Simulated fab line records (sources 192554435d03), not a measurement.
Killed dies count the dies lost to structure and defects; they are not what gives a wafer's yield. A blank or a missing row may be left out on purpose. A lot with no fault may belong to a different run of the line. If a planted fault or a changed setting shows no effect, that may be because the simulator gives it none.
Chamber matching || flow n5-finfet || rie-diel-04 running N5_BEOL_M6_STRIP_36: 4 sister chambers
The step strips in N2/H2. 4 wafers are shown with their chamber, then 7 later ones without.

## WAFERS, EACH WITH ITS CHAMBER
{"wafer": "L084.5", "chamber": 0, "showerhead-plenum-p-Torr (Torr)": 2.73}
{"wafer": "L084.6", "chamber": 3, "showerhead-plenum-p-Torr (Torr)": 2.61}
{"wafer": "L088.1", "chamber": 2, "showerhead-plenum-p-Torr (Torr)": 2.61}
{"wafer": "L088.3", "chamber": 1, "showerhead-plenum-p-Torr (Torr)": 2.54}

## WAFERS WITH NO CHAMBER GIVEN
{"wafer": "L088.4", "showerhead-plenum-p-Torr (Torr)": 2.72}
{"wafer": "L092.1", "showerhead-plenum-p-Torr (Torr)": 2.72}
{"wafer": "L092.3", "showerhead-plenum-p-Torr (Torr)": 2.60}
{"wafer": "L092.4", "showerhead-plenum-p-Torr (Torr)": 2.60}
{"wafer": "L094.1", "showerhead-plenum-p-Torr (Torr)": 2.60}
{"wafer": "L094.3", "showerhead-plenum-p-Torr (Torr)": 2.53}
{"wafer": "L094.5", "showerhead-plenum-p-Torr (Torr)": 2.53}

## THE CHAMBER EACH PASSED THROUGH
{"wafer": "L088.4", "from the rows above": 0, "in truth": 0}
{"wafer": "L092.1", "from the rows above": 0, "in truth": 0}
{"wafer": "L092.3", "from the rows above": "can't be placed: 2 or 3", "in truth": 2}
{"wafer": "L092.4", "from the rows above": "can't be placed: 2 or 3", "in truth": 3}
{"wafer": "L094.1", "from the rows above": "can't be placed: 2 or 3", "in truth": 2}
{"wafer": "L094.3", "from the rows above": 1, "in truth": 1}
{"wafer": "L094.5", "from the rows above": 1, "in truth": 1}
Correctly placed: 4 of 7. Cannot be placed on the basis of these rows: 3; the candidates contain the true chamber in 3. 0 placed wrongly.
How it was worked out, from the rows above alone: a wafer's distance from a chamber is the root of the sum, over the readings, of the square of ((its reading less the chamber's mean) divided by the reading's scatter). The wafer belongs to the nearest chamber; if the next one is less than 2 further off, it can't be placed. The mean given for a chamber averages the wafers shown for that chamber. The scatter: root of mean squared gap, hidden wafer to nearest shown wafer, with one shown wafer a chamber.
